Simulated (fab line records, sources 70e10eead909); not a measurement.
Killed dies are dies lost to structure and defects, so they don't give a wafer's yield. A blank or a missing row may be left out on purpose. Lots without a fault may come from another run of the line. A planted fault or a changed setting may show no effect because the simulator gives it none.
One fault seen from 3 desks | flow nand_harc | each desk has only its own numbers; what lay behind them comes last

THE METROLOGY DESK
What the gauges read, lot by lot, whatever tool the lot ran on: means of the sampled wafers that have a number. A lot is out of limits, marked OUT, if its mean lies more than 4 standard deviations from the usual mean; the brackets give that distance.
Columns: A = cd_nm at NHARC_P_M1_CD_MEAS_09, usual 130.1 nm; B = overlay_x_nm at NHARC_P_M1_OVL_MEAS_10, usual 0.2 nm; C = overlay_y_nm at NHARC_P_M1_OVL_MEAS_10, usual 0.0 nm
lot  | first seen here | A     | B    | C
L393 | day 6 09:46     | 130.1 | 0.6  | -1.2
L401 | day 9 21:05     | 130.4 | 0.6  | -0.3
L402 | day 10 15:09    | 129.9 | -1.3 | 1.0
L404 | day 11 09:24    | 130.5 | 0.6  | -0.8
L411 | day 14 08:30    | 130.2 | 2.1  | -0.5
This desk's finding: nothing out of limits on any of the 5 lots.

THE DEFECT DESK
What the inspections along the route counted, lot by lot: means of the sampled wafers that have a number. A lot is out of limits, marked OUT, if its mean lies more than 4 standard deviations from the usual mean; the brackets give that distance.
Columns: A = raw_defect_count at NHARC_P_M1_INSPECT_11, usual 4.4
lot  | first seen here | A
L393 | day 6 09:53     | 5.7
L401 | day 9 21:13     | 10.7
L402 | day 10 15:16    | 4.7
L404 | day 11 09:32    | 3.0
L411 | day 14 08:38    | 3.0
This desk's finding: nothing out of limits on any of the 5 lots.

THE TOOL OWNER'S DESK: rie_diel-12
The tool's own readings at NHARC_P_M1_ETCH_35 (etches the open film in N2/H2, target depth 40 nm, overetch 12 nm, time 43.94 s): means of the sampled wafers that have a number, for each lot that ran on this tool. A lot is out of limits, marked OUT, if its mean lies more than 4 standard deviations from the usual mean; the brackets give that distance.
Columns: A = drypump_motor_current_A at NHARC_P_M1_ETCH_35, usual 5.5 A; B = oes_product_au at NHARC_P_M1_ETCH_35, usual 1.001 a.u.; C = rf_vpp_V at NHARC_P_M1_ETCH_35, usual 430.2 V; D = run_length_s at NHARC_P_M1_ETCH_35, usual 65.4 s; E = showerhead_plenum_p_Torr at NHARC_P_M1_ETCH_35, usual 2.03 Torr; F = throttle_valve_pct at NHARC_P_M1_ETCH_35, usual 14.171 %
lot  | first seen here | A   | B     | C     | D              | E    | F
L393 | day 6 10:03     | 5.3 | 1.004 | 430.5 | 65.2           | 2.05 | 14.170
L404 | day 11 09:40    | 5.5 | 1.003 | 429.9 | 65.6           | 2.02 | 14.172
L411 | day 14 08:47    | 5.4 | 1.003 | 431.4 | 57.4 (-15) OUT | 2.08 | 14.166
This desk's finding: out of limits on L411; first on L411, day 14 08:47 (run_length_s at NHARC_P_M1_ETCH_35). In limits: L393, L404.

PUT TOGETHER
The tool owner's desk could have raised an alarm at day 14 08:47, on L411.
The metrology desk saw nothing out of limits.
The defect desk saw nothing out of limits.
The metrology desk has L411 on record, within its limits.
The defect desk has L411 on record, within its limits.
Of the lots named, all ran NHARC_P_M1_ETCH_35 on rie_diel-12.

WHAT THE SIMULATOR HAD PUT IN
Process parameter drift: rie_diel-12, from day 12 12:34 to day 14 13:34, at NHARC_P_M1_ETCH_35. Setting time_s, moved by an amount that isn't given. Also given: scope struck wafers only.
Lots struck among those shown: L411.
Hours from the fault's start to each desk's first reading out of limits: the tool owner's desk, 44.
